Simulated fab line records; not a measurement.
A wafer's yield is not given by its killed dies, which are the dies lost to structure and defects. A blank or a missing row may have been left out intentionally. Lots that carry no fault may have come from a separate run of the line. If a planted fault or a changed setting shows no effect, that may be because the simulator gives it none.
Which tool is to blame? + flow n5Finfet + 30 wafers from 10 lots sampled at 5 of the route's 1938 steps

WHAT THE GAUGES SHOWED, per wafer
N5_PASSIVATION_INSPECT_57: inspects for defects (macro).
| lot  | measured     | on               | rawDefectCount |
|------|--------------|------------------|----------------|
| L272 | day 13 04:57 | defectInspect-02 | 2 0 1          |
| L271 | day 13 00:19 | defectInspect-01 | 3 1 2          |
| L273 | day 13 14:18 | defectInspect-01 | 0 4 4          |
| L276 | day 13 20:19 | defectInspect-02 | 1 3 4          |
| L283 | day 16 01:10 | defectInspect-01 | 0 2 4          |
| L284 | day 16 15:40 | defectInspect-02 | 4 2 2          |
| L287 | day 16 16:32 | defectInspect-02 | 4 3 3          |
| L290 | day 17 12:32 | defectInspect-02 | 2 2 5          |
| L293 | day 18 21:58 | defectInspect-01 | 3 2 1          |
| L294 | day 20 14:39 | defectInspect-02 | 1 3 1          |

TOOL THAT RAN EACH LOT (tool first, then ch and the chambers of the sampled wafers, then the start)
| lot  | N5_BEOL_M8_PECVD_70             | N5_PASSIVATION_ETCH_54            | N5_PASSIVATION_STRIP_48           | N5_PASSIVATION_PROBE_49 |
|------|---------------------------------|-----------------------------------|-----------------------------------|-------------------------|
| L272 | pecvd-01 ch 1,2, day 10 01:13   | rieDiel-04 ch 1,2,3, day 13 01:46 | rieDiel-04 ch 1,2,3, day 13 02:03 | -                       |
| L271 | pecvd-01 ch 0,1,2, day 10 02:34 | rieDiel-04 ch 1,2,3, day 12 21:07 | rieDiel-04 ch 1,2,3, day 12 21:24 | -                       |
| L273 | pecvd-01 ch 0,1, day 10 08:58   | rieDiel-02 ch 0,1,2, day 13 11:07 | rieDiel-02 ch 0,1,2, day 13 11:25 | prober-02, day 13 13:56 |
| L276 | pecvd-01 ch 0,2, day 10 17:40   | rieDiel-04 ch 1,2,3, day 13 17:09 | rieDiel-04 ch 1,2,3, day 13 17:26 | -                       |
| L283 | pecvd-03 ch 0,1,2, day 13 08:49 | rieDiel-04 ch 0,2,3, day 15 22:01 | rieDiel-04 ch 0,2,3, day 15 22:19 | -                       |
| L284 | pecvd-01 ch 1,2, day 13 15:37   | rieDiel-04 ch 0,1, day 16 12:32   | rieDiel-04 ch 0,1, day 16 12:49   | prober-01, day 16 15:25 |
| L287 | pecvd-03 ch 0,2, day 13 17:10   | rieDiel-02 ch 0,2,3, day 16 13:23 | rieDiel-02 ch 0,2,3, day 16 13:41 | -                       |
| L290 | pecvd-02 ch 0, day 14 19:37     | rieDiel-04 ch 0,1,2, day 17 09:24 | rieDiel-04 ch 0,1,2, day 17 09:41 | -                       |
| L293 | pecvd-03 ch 0,2, day 16 01:20   | rieDiel-01 ch 2,3, day 18 18:50   | rieDiel-01 ch 2,3, day 18 19:07   | -                       |
| L294 | pecvd-03 ch 0,1,2, day 17 06:42 | rieDiel-02 ch 0,1,3, day 20 11:31 | rieDiel-02 ch 0,1,3, day 20 11:48 | -                       |
- N5_BEOL_M8_PECVD_70: deposits SiO2 from TEOS/O2, target thk 20 nm, time 22.7 s.
- N5_PASSIVATION_ETCH_54: etches SiO2 in CHF3/O2, target depth 880 nm, time 440 s.
- N5_PASSIVATION_STRIP_48: strips in O2.
- N5_PASSIVATION_PROBE_49

THE ANSWER, worked out from the rows above alone
Rule: usual is defined by the lots themselves. Put in order of their means at a reading, lots are off if they are a third of the lots or fewer, leave a main group of 4 or more, and stand apart from it by a gap of 3 or more times the standard deviation of the main group's means; of several such gaps the widest counts. A main group whose means are all the same, to the digits that the tables above print for the reading, isn't used. Also off: a lot with no number at a reading for which 4 or more lots have one. All remaining lots with rows at the step are treated as sound.
None of the lots is off at any reading shown; this tells nothing.

WHAT THE SIMULATOR HAD INSERTED
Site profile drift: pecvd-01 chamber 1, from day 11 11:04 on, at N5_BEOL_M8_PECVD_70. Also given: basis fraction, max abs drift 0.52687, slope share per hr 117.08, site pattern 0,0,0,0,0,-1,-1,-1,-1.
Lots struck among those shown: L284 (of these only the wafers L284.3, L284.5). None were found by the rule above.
